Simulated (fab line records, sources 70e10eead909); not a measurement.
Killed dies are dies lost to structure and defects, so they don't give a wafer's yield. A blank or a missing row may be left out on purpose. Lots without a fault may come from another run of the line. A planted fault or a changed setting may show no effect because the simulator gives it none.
fab line records | flow nand_harc
record lots=12 wafers=36 last_day=33
route steps=1302 shown P_GATE@207 P_CONTACT@227 END@1302
lots that met no fault: from a run of the same line without faults
start_h: hours from the record's first day to the start of the lot's first wafer shown | wait_h: hours since the lot's step before | " the same as in the row above | L1.1+2: a row that stands for several wafers | - no value, or no start given | * or withheld: withheld | < > ~ a bound
route shown NAME@n: a module of which the file shows steps, and the number in the route of the first | usual: mean/standard deviation of fault-free wafers | same: alike in all rows | chamber/n: place in a boat | sites: the reading at each site | _std_site: their standard deviation | _edge_site: outer sites' mean less inner sites' | radius_mm: how far each site lies from the wafer's centre | mask NAME#n: copy n | behind: the tool/chamber that last shaped the wafer | hold: why the lot was held/for how many hours/how that ended | device: the transistor (n, p or np) that didn't switch | end of line: the same wafers' tests at the end of the route | a step without rows: its recipe alone | killed: dies lost to structure and defects at the first sort, not the wafer's yield | map: a wafer's dies, x killed, . not, _ none there
set.NAME: the setting as run; set.NAME@STEP: as run at that earlier step | model.NAME: the simulator's own value behind a step, which no gauge read
steps of the route over a sample of lots; a table a step, a row a wafer
services: from which hour (start_h, from the record's first day; less than 0 if before it) a tool's chamber was out of use, for how many hours, and why
## steps
# step NHARC_P_GATE_RTA_64
# recipe temp_c=1050 time_s=1
# usual lamp_power_pct=34.82/0.26 wafer_temp_C_max=1054.3/1.6
# columns lot.wafer tool chamber start_h wait_h lamp_power_pct wafer_temp_C_max
L197.1 rtp_anneal-01 0 112.61 - 35.02 1052.5
L197.5 " 0 " " 35.05 1051.9
L197.6 " 0 " " 35.10 1053.2
L198.2 rtp_anneal-02 0 122.87 - 34.42 1055.2
L198.3 " 0 " " 34.52 1055.9
L198.5 " 0 " " 34.46 1056.4
L201.1 rtp_anneal-01 0 158.28 - 35.06 1054.0
L201.2 " 0 " " 35.05 1053.5
L201.5 " 0 " " 35.03 1053.9
L202.1 rtp_anneal-01 0 166.10 - 35.00 1052.4
L202.2 " 0 " " 35.05 1052.8
L202.5 " 0 " " 34.98 1052.6
L204.2 rtp_anneal-02 0 182.27 - 34.38 1054.7
L204.4 " 0 " " 34.36 1054.1
L204.6 " 0 " " 34.40 1057.1
L203.2 rtp_anneal-01 0 185.17 - 35.03 1054.1
L203.3 " 0 " " 34.98 1054.3
L203.5 " 0 " " 35.04 1053.4
L205.1 rtp_anneal-01 0 191.82 - 35.00 1052.4
L205.2 " 0 " " 35.02 1052.0
L205.5 " 0 " " 35.02 1052.9
L208.2 rtp_anneal-02 0 222.51 - 34.49 1057.6
L208.4 " 0 " " 34.43 1056.3
L208.6 " 0 " " 34.49 1055.4
L209.3 rtp_anneal-02 0 232.26 - 34.44 1056.2
L209.5 " 0 " " 34.52 1055.9
L209.6 " 0 " " 34.52 1055.7
L212.3 rtp_anneal-01 0 265.84 - 35.02 1053.7
L212.4 " 0 " " 34.98 1053.8
L212.5 " 0 " " 35.02 1052.3
L216.1 rtp_anneal-01 0 304.68 - 35.01 1052.7
L216.2 " 0 " " 35.04 1052.2
L216.4 " 0 " " 35.06 1052.1
L220.3 rtp_anneal-01 0 346.91 - 35.01 1052.9
L220.4 " 0 " " 34.99 1052.9
L220.5 " 0 " " 34.97 1053.8
# step NHARC_P_CONTACT_SOFTBAKE_07
# recipe temp_c=105 time_s=55
# usual heater_power_total_W=188.46/0.14
# columns lot.wafer tool chamber start_h wait_h heater_power_total_W
L197.1 litho_track-04 0 115 - 188.42
L197.5 " 0 " " 188.30
L197.6 " 0 " " 188.30
L198.2 litho_track-06 0 125 - 188.48
L198.3 " 0 " " 188.53
L198.5 " 0 " " 188.43
L201.1 litho_track-06 0 160 - 188.57
L201.2 " 0 " " 188.36
L201.5 " 0 " " 188.47
L202.1 litho_track-01 0 168 - 188.69
L202.2 " 0 " " 188.31
L202.5 " 0 " " 188.35
L204.2 litho_track-01 0 184 - 188.66
L204.4 " 0 " " 188.38
L204.6 " 0 " " 188.34
L203.2 litho_track-06 0 187 - 188.56
L203.3 " 0 " " 188.34
L203.5 " 0 " " 188.63
L205.1 litho_track-04 0 194 - 188.77
L205.2 " 0 " " 188.48
L205.5 " 0 " " 188.37
L208.2 litho_track-04 0 224 - 188.42
L208.4 " 0 " " 188.75
L208.6 " 0 " " 188.45
L209.3 litho_track-06 0 234 - 188.43
L209.5 " 0 " " 188.45
L209.6 " 0 " " 188.28
L212.3 litho_track-04 0 268 - 222.48
L212.4 " 0 " " 222.53
L212.5 " 0 " " 222.51
L216.1 litho_track-04 0 307 - 222.46
L216.2 " 0 " " 222.48
L216.4 " 0 " " 222.55
L220.3 litho_track-01 0 349 - 188.42
L220.4 " 0 " " 188.41
L220.5 " 0 " " 188.31
# step NHARC_P_CONTACT_ETCH_36
# recipe target_depth_a=2600 over_etch_frac=0.25 time_s=406.25 ion_energy_ev=200 n2_flow_sccm=150 h2_flow_sccm=150 ar_flow_sccm=0 rf_w=400 bias_w=150 chemistry=N2/H2
# usual drypump_motor_current_A=5.90/0.27 h2_flow_sccm=150.0/0.46 mfc_ar_sccm=0.009/0.011 oes_product_au=1.001/0.0098 rf_vpp_V=431.1/1.7 showerhead_plenum_p_Torr=2.06/0.052 throttle_valve_pct=14.173/0.0088
# columns lot.wafer tool chamber start_h wait_h drypump_motor_current_A h2_flow_sccm mfc_ar_sccm oes_product_au rf_hours_counter_h rf_vpp_V showerhead_plenum_p_Torr throttle_valve_pct
L197.1 rie_diel-01 1 - - 5.57 150.8 0 0.998 2.9 432.8 2.10 14.180
L197.6 " 2 " " 6.10 150.4 0.021 0.996 - 431.0 2.09 14.178
L197.5 " 3 " " 5.44 149.4 0 0.991 - 431.5 2.08 14.169
L198.3 rie_diel-01 1 - - 5.56 150.4 0 0.999 3.3 431.9 2.10 14.176
L198.2 " 2 " " 6.12 150.4 0.021 0.993 3.1 430.3 2.09 14.145
L198.5 " 0 " " 6.01 149.9 0 0.992 - 433.4 2.15 14.173
L201.1 rie_diel-05 2 - - 6.32 149.6 0.018 0.997 4.9 430.7 1.99 14.184
L201.2 " 0 " " 6.27 150.0 0 0.998 5.0 429.3 1.98 14.165
L201.5 " 2 " " 6.31 150.0 0.018 0.996 - 429.1 1.99 14.186
L202.1 rie_diel-01 3 - - 5.46 150.0 0 0.981 3.4 430.5 2.08 14.178
L202.2 " 1 " " 5.62 150.3 0 0.997 4.1 433.1 2.10 14.187
L202.5 " 3 " " 5.46 150.3 0 0.981 - 433.0 2.08 14.148
L204.2 rie_diel-05 2 - - 6.31 149.3 0.018 0.998 6.2 429.2 1.99 14.163
L204.4 " 3 " " 5.57 150.8 0 1.011 5.7 433.0 2.10 14.174
L204.6 " 2 " " 6.30 149.8 0.018 1.008 - 428.1 1.99 14.172
L203.3 rie_diel-04 0 - - 6.07 150.4 0.018 1.007 0.1 428.7 2.04 14.172
L203.2 " 2 " " 6.02 149.7 0.035 1.013 0.1 431.5 2.12 14.161
L203.5 " 0 " " 6.06 150.2 0.018 1.015 - 430.4 2.04 14.170
L205.1 rie_diel-04 2 - - 6.00 149.3 0.035 1.005 0.4 432.3 2.12 14.166
L205.2 " 3 " " 5.72 150.5 0.018 1.018 0.4 430.2 2.06 14.171
L205.5 " 2 " " 5.98 149.8 0.035 1.016 - 432.9 2.12 14.173
L208.2 rie_diel-04 1 - - 5.91 150.3 0 1.010 1.5 427.0 1.97 14.154
L208.4 " 2 " " 5.98 150.3 0.035 1.006 1.4 433.2 2.12 14.174
L208.6 " 0 " " 6.06 150.4 0.018 1.005 - 431.1 2.04 14.171
L209.3 rie_diel-01 2 - - 6.10 150.3 0.021 0.986 0.9 431.9 2.08 14.174
L209.5 " 1 " " 5.58 150.3 0 0.992 - 432.7 2.10 14.177
L209.6 " 2 " " 6.08 150.5 0.021 0.983 - 430.8 2.08 14.163
L212.3 rie_diel-01 1 - - 5.60 149.6 0 0.994 2.1 431.8 2.10 14.182
L212.5 " 3 " " 5.44 150.5 0 0.997 - 430.8 2.08 14.175
L212.4 " 1 " " 5.62 150.0 0 0.975 - 432.6 2.10 14.175
L216.4 rie_diel-05 1 - - 5.96 150.5 0 0.989 1.9 432.2 2.09 14.195
L216.1 " 3 " " 5.54 149.4 0 1.005 2.4 431.8 2.10 14.171
L216.2 " 0 " " 6.28 150.1 0 0.999 2.2 429.4 1.98 14.182
L220.3 rie_diel-05 2 - - 6.30 150.2 0.018 0.990 4.2 430.0 1.99 14.162
L220.4 " 0 " " 6.28 149.6 0 1.001 3.9 428.0 1.98 14.176
L220.5 " 1 " " 5.97 150.3 0 0.995 - 431.7 2.09 14.176
# step NHARC_P_CONTACT_ETCH_18
# recipe target_depth_a=4810 time_s=240.5 c4f8_flow_sccm=20 o2_flow_sccm=10 ar_flow_sccm=withheld rf_w=600 bias_w=1500 chemistry=C4F8/O2/Ar
# usual oes_product_au=0.958/0.018 rf_vpp_V=980/3.3
# columns lot.wafer tool chamber start_h wait_h oes_product_au rf_hours_counter_h rf_vpp_V
L197.1 rie_diel-01 1 - - 0.961 3.0 981
L197.5 " 0 " " 0.938 - 985
L197.6 " 1 " " 0.969 - 983
L198.2 rie_diel-01 2 - - 0.955 3.2 980
L198.3 " 3 " " 0.952 2.8 979
L198.5 " 1 " " 0.979 - 982
L201.2 rie_diel-05 0 - - 0.953 5.1 974
L201.1 " 1 " " 0.944 5.4 983
L201.5 " 1 " " 0.952 - 980
L202.2 rie_diel-01 3 - - 0.951 3.6 981
L202.1 " 0 " " 0.958 3.7 985
L202.5 " 0 " " 0.951 - 984
L204.2 rie_diel-05 0 - - 0.917 6.5 975
L204.4 " 1 " " 0.929 6.9 981
L204.6 " 2 " " 0.923 - 974
L203.3 rie_diel-04 2 - - 0.964 0.2 985
L203.2 " 0 " " 0.984 0.3 978
L203.5 " 2 " " 0.972 - 984
L205.1 rie_diel-04 2 - - 0.974 0.6 984
L205.2 " 1 " " 0.988 0.7 972
L205.5 " 3 " " 0.973 - 979
L208.2 rie_diel-04 2 - - 0.982 1.5 983
L208.4 " 3 " " 0.999 1.3 979
L208.6 " 2 " " 0.982 - 985
L209.3 rie_diel-01 3 - - 0.963 0.9 980
L209.6 " 2 " " 0.946 - 981
L209.5 " 3 " " 0.957 - 980
L212.3 rie_diel-01 3 - - 0.938 2.0 980
L212.4 " 2 " " 0.942 - 982
L212.5 " 3 " " 0.947 - 980
L216.4 rie_diel-05 0 - - 0.964 2.3 974
L216.1 " 1 " " 0.985 2.1 981
L216.2 " 2 " " 0.982 2.2 976
L220.4 rie_diel-05 3 - - 0.951 4.5 982
L220.3 " 0 " " 0.985 4.0 975
L220.5 " 2 " " 0.962 - 975
# step NHARC_END_SORT_01
# recipe temp_c=25
# usual killed_at_array=50/16 killed_at_other=0.8/1 killed_at_periphery=4/3.1 killed_dies=54/16 killed_open=3.2/2 killed_short=2.5/1.6
# same gross_dies=677
# columns lot.wafer tool chamber start_h wait_h killed_at_array killed_at_other killed_at_periphery killed_dies killed_open killed_short
L198.2 prober-02 0 573.24 2.8 56 2 1 59 0 1
L198.3 prober-02 0 574.04 3.1 57 0 1 58 0 0
L198.5 prober-02 0 575.65 3.7 58 0 2 60 2 3
L197.1 prober-01 0 580.69 2.5 27 0 2 29 6 5
L197.5 prober-01 0 583.94 3.7 25 0 1 26 4 4
L197.6 prober-01 0 584.75 4.1 19 0 4 23 6 1
L201.1 prober-01 0 597.67 2.5 35 2 1 38 2 1
L201.2 prober-01 0 598.46 2.8 60 2 4 66 1 1
L201.5 prober-01 0 600.80 3.6 41 1 3 45 3 1
L205.1 prober-01 0 625.78 2.5 79 0 8 87 8 5
L205.2 prober-01 0 626.58 2.8 69 1 8 78 0 2
L205.5 prober-01 0 628.95 3.7 55 0 6 61 1 2
L202.1 prober-02 0 625.80 2.5 39 0 0 39 0 1
L202.2 prober-02 0 626.60 2.8 62 0 4 66 3 8
L202.5 prober-02 0 628.99 3.7 31 1 3 35 2 2
L203.2 prober-01 0 634.34 2.8 47 1 8 56 4 3
L203.3 prober-01 0 635.15 3.1 41 0 4 45 3 1
L203.5 prober-01 0 636.76 3.7 62 0 5 67 5 1
L204.2 prober-02 0 637.36 2.8 54 1 6 61 7 2
L204.4 prober-02 0 638.97 3.4 38 0 1 39 6 1
L204.6 prober-02 0 640.57 4.0 58 1 1 60 1 8
L208.2 prober-02 0 665.35 2.8 59 3 9 71 8 3
L208.4 prober-02 0 666.92 3.4 63 1 9 73 3 3
L208.6 prober-02 0 668.50 3.9 44 3 4 51 0 4
L209.3 prober-01 0 683.41 3.1 57 1 2 60 3 5
L209.5 prober-01 0 684.99 3.7 74 0 2 76 3 2
L209.6 prober-01 0 685.78 4.0 66 1 4 71 3 3
L212.3 prober-02 0 706.41 3.1 69 1 0 70 1 1
L212.4 prober-02 0 707.21 3.4 61 0 3 64 3 3
L212.5 prober-02 0 708.01 3.7 69 0 0 69 2 0
L216.1 prober-01 0 752.65 2.5 69 1 0 70 0 5
L216.2 prober-01 0 753.45 2.8 58 2 1 61 3 5
L216.4 prober-01 0 755.05 3.4 56 3 1 60 8 2
L220.3 prober-01 0 800.98 3.1 36 0 11 47 3 2
L220.4 prober-01 0 801.78 3.4 22 0 8 30 3 0
L220.5 prober-01 0 802.59 3.7 43 2 9 54 3 4
# killed by level:class
L198.2 A_CHANNEL_HOLE_D1:chamber_film_flake=32 A_CHANNEL_HOLE_D2:chamber_film_flake=20 A_CONTACT:chamber_film_flake=2 P_GATE:chamber_film_flake=1 STARTING-WAFER:geometric_particle:short=1 A_DECK1_JOINT:chamber_film_flake=1 A_STAIRCASE:chamber_film_flake=1 THIN_TSV:chamber_film_flake=1
L198.3 A_CHANNEL_HOLE_D2:chamber_film_flake=33 A_CHANNEL_HOLE_D1:chamber_film_flake=21 A_CONTACT:chamber_film_flake=3 P_ZERO_WELL:chamber_film_flake=1
L198.5 A_CHANNEL_HOLE_D1:chamber_film_flake=33 A_CHANNEL_HOLE_D2:chamber_film_flake=21 P_M1:geometric_particle:open=1 A_SOURCE_PLATE:geometric_particle:short=1 A_CHANNEL_FILL_D1:geometric_particle:open=1 A_DECK1_JOINT:geometric_particle:short=1 A_WL_FILL:geometric_particle:short=1 P_ZERO_WELL:chamber_film_flake=1
L197.1 A_CHANNEL_HOLE_D2:chamber_film_flake=6 A_CONTACT:chamber_film_flake=3 A_M1:chamber_film_flake=3 A_M0:geometric_particle:short=2 A_M1:geometric_particle:open=2 A_CHANNEL_HOLE_D1:chamber_film_flake=2 A_ONON_D1:geometric_particle:short=1 A_ONON_D1:geometric_particle:open=1
L197.5 A_CHANNEL_HOLE_D2:chamber_film_flake=9 A_M1:chamber_film_flake=4 A_WL_FILL:geometric_particle:short=2 A_WL_FILL:geometric_particle:open=2 A_CONTACT:chamber_film_flake=2 A_SOURCE_PLATE:geometric_particle:open=1 A_SOURCE_PLATE:geometric_particle:short=1 A_CHANNEL_HOLE_D1:geometric_particle:open=1
L197.6 A_CHANNEL_HOLE_D2:chamber_film_flake=6 A_CONTACT:chamber_film_flake=3 A_M1:chamber_film_flake=3 P_CONTACT:geometric_particle:open=1 P_M1:geometric_particle:open=1 A_CHANNEL_FILL_D1:geometric_particle:open=1 A_ONON_D2:geometric_particle:open=1 A_CHANNEL_FILL_D2:geometric_particle:open=1
L201.1 A_CHANNEL_HOLE_D1:chamber_film_flake=20 A_CHANNEL_HOLE_D2:chamber_film_flake=4 A_CHANNEL_FILL_D2:chamber_film_flake=2 A_BONDPAD:chamber_film_flake=2 THIN_TSV:chamber_film_flake=2 A_ONON_D1:geometric_particle:open=1 A_SGD_CUT:geometric_particle:short=1 A_M0:geometric_particle:open=1
L201.2 A_CHANNEL_HOLE_D1:chamber_film_flake=37 A_CHANNEL_HOLE_D2:chamber_film_flake=7 A_DECK1_JOINT:chamber_film_flake=4 A_CONTACT:chamber_film_flake=3 P_STI:chamber_film_flake=2 A_BONDPAD:chamber_film_flake=2 A_CHANNEL_FILL_D1:chamber_film_flake=2 THIN_TSV:chamber_film_flake=2
L201.5 A_CHANNEL_HOLE_D1:chamber_film_flake=19 A_CHANNEL_HOLE_D2:chamber_film_flake=6 A_CHANNEL_FILL_D2:chamber_film_flake=3 A_STAIRCASE:chamber_film_flake=3 P_ZERO_WELL:chamber_film_flake=2 A_CONTACT:chamber_film_flake=2 A_BONDPAD:chamber_film_flake=2 P_M0:geometric_particle:open=1
L205.1 A_SLIT:chamber_film_flake=27 A_CHANNEL_HOLE_D1:chamber_film_flake=16 A_CHANNEL_HOLE_D2:chamber_film_flake=6 A_M1:chamber_film_flake=5 A_WL_FILL:chamber_film_flake=4 P_M1:chamber_film_flake=3 A_DECK1_JOINT:chamber_film_flake=3 A_STAIRCASE:chamber_film_flake=3
L202.1 A_CHANNEL_HOLE_D1:chamber_film_flake=19 A_CHANNEL_HOLE_D2:chamber_film_flake=8 A_STAIRCASE:chamber_film_flake=4 A_CHANNEL_FILL_D1:chamber_film_flake=2 A_M1:geometric_particle:short=1 A_CHANNEL_FILL_D2:chamber_film_flake=1 A_SGD_CUT:chamber_film_flake=1 A_SLIT:chamber_film_flake=1
L205.2 A_CHANNEL_HOLE_D1:chamber_film_flake=29 A_SLIT:chamber_film_flake=26 A_CHANNEL_HOLE_D2:chamber_film_flake=6 P_M1:chamber_film_flake=4 A_STAIRCASE:chamber_film_flake=3 P_CONTACT:chamber_film_flake=2 A_M1:chamber_film_flake=2 P_M1:geometric_particle:short=1
L202.2 A_CHANNEL_HOLE_D1:chamber_film_flake=28 A_CHANNEL_HOLE_D2:chamber_film_flake=11 A_CONTACT:chamber_film_flake=5 P_M0:geometric_particle:short=2 A_M0:geometric_particle:short=2 A_CHANNEL_FILL_D1:chamber_film_flake=2 A_DECK1_JOINT:chamber_film_flake=2 A_WL_FILL:chamber_film_flake=2
L205.5 A_SLIT:chamber_film_flake=17 A_CHANNEL_HOLE_D1:chamber_film_flake=14 A_CHANNEL_HOLE_D2:chamber_film_flake=14 P_M1:chamber_film_flake=4 A_STAIRCASE:chamber_film_flake=4 A_M1:chamber_film_flake=3 P_M1:geometric_particle:short=1 A_ONON_D2:geometric_particle:short=1
L202.5 A_CHANNEL_HOLE_D1:chamber_film_flake=17 A_CHANNEL_HOLE_D2:chamber_film_flake=4 A_DECK1_JOINT:chamber_film_flake=2 A_CHANNEL_FILL_D2:chamber_film_flake=2 A_STAIRCASE:chamber_film_flake=2 P_CONTACT:geometric_particle:short=1 P_CONTACT:geometric_particle:open=1 P_M0:geometric_particle:open=1
L203.2 A_CHANNEL_HOLE_D2:chamber_film_flake=27 P_CONTACT:chamber_film_flake=7 A_CHANNEL_HOLE_D1:chamber_film_flake=3 A_STAIRCASE:chamber_film_flake=3 A_CONTACT:chamber_film_flake=3 A_DECK1_JOINT:chamber_film_flake=2 A_CHANNEL_HOLE_D1:geometric_particle:short=1 A_DECK1_JOINT:geometric_particle:short=1
L203.3 A_CHANNEL_HOLE_D2:chamber_film_flake=20 P_CONTACT:chamber_film_flake=4 A_CHANNEL_HOLE_D1:chamber_film_flake=4 A_DECK1_JOINT:chamber_film_flake=4 A_CHANNEL_FILL_D2:chamber_film_flake=3 A_STAIRCASE:chamber_film_flake=3 A_DECK1_JOINT:geometric_particle:open=1 A_ONON_D2:geometric_particle:open=1
L203.5 A_CHANNEL_HOLE_D2:chamber_film_flake=38 A_CHANNEL_FILL_D2:chamber_film_flake=5 A_CONTACT:chamber_film_flake=5 A_STAIRCASE:chamber_film_flake=4 A_CHANNEL_HOLE_D1:chamber_film_flake=3 P_CONTACT:geometric_particle:open=2 P_CONTACT:chamber_film_flake=2 A_DECK1_JOINT:geometric_particle:open=1
L204.2 A_CHANNEL_HOLE_D1:chamber_film_flake=32 A_CHANNEL_HOLE_D2:chamber_film_flake=12 P_M0:geometric_particle:open=2 A_CONTACT:chamber_film_flake=2 P_STI:geometric_particle:open=1 P_CONTACT:geometric_particle:open=1 A_ONON_D1:geometric_particle:open=1 A_CHANNEL_HOLE_D1:geometric_particle:short=1
L204.4 A_CHANNEL_HOLE_D1:chamber_film_flake=23 A_CHANNEL_HOLE_D2:chamber_film_flake=8 P_M1:geometric_particle:open=1 A_DECK1_JOINT:geometric_particle:open=1 A_ONON_D2:geometric_particle:open=1 A_CHANNEL_FILL_D2:geometric_particle:short=1 A_WL_FILL:geometric_particle:open=1 A_CONTACT:geometric_particle:open=1
L204.6 A_CHANNEL_HOLE_D1:chamber_film_flake=32 A_CHANNEL_HOLE_D2:chamber_film_flake=10 A_CONTACT:chamber_film_flake=2 A_DECK1_JOINT:chamber_film_flake=2 A_WL_FILL:chamber_film_flake=2 P_CONTACT:geometric_particle:short=1 A_CHANNEL_FILL_D1:geometric_particle:short=1 A_DECK1_JOINT:geometric_particle:short=1
L208.2 A_SLIT:chamber_film_flake=24 A_CHANNEL_HOLE_D2:chamber_film_flake=9 A_CHANNEL_HOLE_D1:chamber_film_flake=6 A_M0:chamber_film_flake=5 P_STI:chamber_film_flake=4 A_STAIRCASE:chamber_film_flake=4 P_GATE:chamber_film_flake=3 THIN_TSV:chamber_film_flake=3
L208.4 A_SLIT:chamber_film_flake=31 A_CHANNEL_HOLE_D2:chamber_film_flake=17 P_STI:chamber_film_flake=4 A_CHANNEL_FILL_D2:chamber_film_flake=3 A_ONON_D2:geometric_particle:short=2 P_ZERO_WELL:chamber_film_flake=2 P_GATE:chamber_film_flake=2 A_CHANNEL_HOLE_D1:chamber_film_flake=2
L208.6 A_SLIT:chamber_film_flake=20 A_CHANNEL_HOLE_D2:chamber_film_flake=17 P_STI:chamber_film_flake=3 A_ONON_D2:geometric_particle:short=2 A_STAIRCASE:chamber_film_flake=2 THIN_TSV:chamber_film_flake=2 A_ONON_D1:geometric_particle:short=1 P_M2:chamber_film_flake=1
L209.3 A_CHANNEL_HOLE_D2:chamber_film_flake=19 A_CHANNEL_HOLE_D1:chamber_film_flake=16 A_CONTACT:chamber_film_flake=10 A_STAIRCASE:chamber_film_flake=3 A_DECK1_JOINT:geometric_particle:open=2 P_M0:geometric_particle:short=1 A_DECK1_JOINT:geometric_particle:short=1 A_CHANNEL_HOLE_D2:geometric_particle:short=1
L209.5 A_CHANNEL_HOLE_D1:chamber_film_flake=42 A_CHANNEL_HOLE_D2:chamber_film_flake=16 A_CONTACT:chamber_film_flake=7 A_WL_FILL:geometric_particle:short=2 A_SOURCE_PLATE:geometric_particle:open=1 A_DECK1_JOINT:geometric_particle:open=1 A_M1:geometric_particle:open=1 P_ZERO_WELL:chamber_film_flake=1
L209.6 A_CHANNEL_HOLE_D2:chamber_film_flake=27 A_CHANNEL_HOLE_D1:chamber_film_flake=13 A_CONTACT:chamber_film_flake=11 A_SLIT:chamber_film_flake=4 P_BONDPAD:chamber_film_flake=3 A_STAIRCASE:chamber_film_flake=3 A_DECK1_JOINT:chamber_film_flake=2 P_M0:geometric_particle:open=1
L212.3 A_SLIT:chamber_film_flake=34 A_CHANNEL_HOLE_D1:chamber_film_flake=31 A_CHANNEL_HOLE_D2:geometric_particle:short=1 A_WL_FILL:geometric_particle:open=1 THIN_TSV:chamber_film_flake=1 A_CONTACT:chamber_film_flake=1 A_DECK1_JOINT:chamber_film_flake=1
L212.4 A_SLIT:chamber_film_flake=27 A_CHANNEL_HOLE_D1:chamber_film_flake=23 A_CONTACT:chamber_film_flake=4 A_ONON_D2:geometric_particle:short=2 A_BLC:geometric_particle:open=2 A_STAIRCASE:chamber_film_flake=2 P_M1:geometric_particle:open=1 A_DECK1_JOINT:geometric_particle:short=1
L212.5 A_SLIT:chamber_film_flake=33 A_CHANNEL_HOLE_D1:chamber_film_flake=31 A_CONTACT:chamber_film_flake=2 A_ONON_D1:geometric_particle:open=1 A_SGD_CUT:geometric_particle:open=1 A_STAIRCASE:chamber_film_flake=1
L216.1 A_SLIT:chamber_film_flake=25 A_CHANNEL_HOLE_D2:chamber_film_flake=19 A_CHANNEL_HOLE_D1:chamber_film_flake=9 A_CONTACT:chamber_film_flake=6 A_SGD_CUT:chamber_film_flake=2 A_ONON_D1:geometric_particle:short=1 A_CHANNEL_FILL_D1:geometric_particle:short=1 A_DECK1_JOINT:geometric_particle:short=1
L216.2 A_CHANNEL_HOLE_D2:chamber_film_flake=20 A_SLIT:chamber_film_flake=20 A_CONTACT:chamber_film_flake=5 A_CHANNEL_HOLE_D1:chamber_film_flake=3 A_CHANNEL_FILL_D1:geometric_particle:open=2 THIN_TSV:chamber_film_flake=2 A_ONON_D1:geometric_particle:short=1 A_CHANNEL_HOLE_D1:geometric_particle:short=1
L216.4 A_SLIT:chamber_film_flake=27 A_CHANNEL_HOLE_D2:chamber_film_flake=7 A_CONTACT:chamber_film_flake=6 A_CHANNEL_HOLE_D1:chamber_film_flake=5 THIN_TSV:chamber_film_flake=3 A_CHANNEL_HOLE_D1:geometric_particle:open=2 A_BLC:geometric_particle:open=2 A_DECK1_JOINT:chamber_film_flake=2
L220.3 A_CHANNEL_HOLE_D1:chamber_film_flake=19 A_SLIT:chamber_film_flake=11 P_BONDPAD:chamber_film_flake=4 P_STI:geometric_particle:open=2 P_M0:geometric_particle:short=2 P_GATE:chamber_film_flake=2 A_DECK1_JOINT:chamber_film_flake=2 A_STAIRCASE:chamber_film_flake=2
L220.4 A_CHANNEL_HOLE_D1:chamber_film_flake=9 A_SLIT:chamber_film_flake=5 P_BONDPAD:chamber_film_flake=4 P_STI:chamber_film_flake=2 P_GATE:chamber_film_flake=2 A_CONTACT:chamber_film_flake=2 A_CONTACT:geometric_particle:open=1 A_BLC:geometric_particle:open=1
L220.5 A_CHANNEL_HOLE_D1:chamber_film_flake=19 A_SLIT:chamber_film_flake=6 P_BONDPAD:chamber_film_flake=4 A_CONTACT:chamber_film_flake=4 A_STAIRCASE:chamber_film_flake=4 P_STI:chamber_film_flake=2 P_GATE:chamber_film_flake=2 A_CHANNEL_FILL_D1:chamber_film_flake=2
## services
# columns tool chamber start_h hours kind
rie_diel-01 0 109.30 - clean
rie_diel-01 1 109.30 - clean
rie_diel-01 2 109.30 - clean
rie_diel-01 3 109.30 - clean
rie_diel-04 0 113.09 1.3 repair
rie_diel-04 0 120.72 6.6 repair
rie_diel-05 - 125.62 0.8 repair
rie_diel-01 0 133.80 - clean
rie_diel-01 1 133.80 - clean
rie_diel-01 2 133.80 - clean
rie_diel-04 1 142.39 2.6 repair
rie_diel-04 2 142.53 5.8 repair
litho_track-01 - 155.00 7.0 pm
rie_diel-04 - 177.90 9.0 pm
litho_track-06 - 179.00 7.0 pm
litho_track-04 - 203.00 7.0 pm
rie_diel-01 - 203.80 9.0 pm
rie_diel-05 - 229.60 9.0 pm
rie_diel-01 3 238.94 12.9 repair
rie_diel-01 1 245.74 6.8 repair
rie_diel-01 0 267.21 9.0 repair
rie_diel-04 0 299.95 6.7 repair
rie_diel-01 0 325.72 5.3 repair
litho_track-01 - 330.00 7.0 pm
## key
first_sign step=NHARC_P_CONTACT_SOFTBAKE_07 reading=heater_power_total_W direction=up sigmas=99+ usual=* struck=*
effect none on later readings
met_at NHARC_P_CONTACT_SOFTBAKE_07
struck_lots L212,L216
tester_left_out L212,L216
loop_trim step=NHARC_P_CONTACT_EXPOSE_09 setting=dose lots=L216
not_acting_at NHARC_P_GATE_RTA_64,NHARC_P_CONTACT_ETCH_36,NHARC_P_CONTACT_ETCH_18
onset_between 224 268
fault kind=process_parameter_drift tool=litho_track-04 chamber=- onset_h=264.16 steps=NHARC_P_CONTACT_SOFTBAKE_07 channel=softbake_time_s offset=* shape=step end_h=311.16 acts_in=* stated=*
# tester_left_out: of these lots the tester's yield and bins aren't shown, on N5 and GAA mostly nor the transistor test; their killed dies are dies lost to structure and defects alone, not to doping, threshold or leakage, so they don't give the yield
# loop_trim: a control loop set the setting to another value than it would have without faults
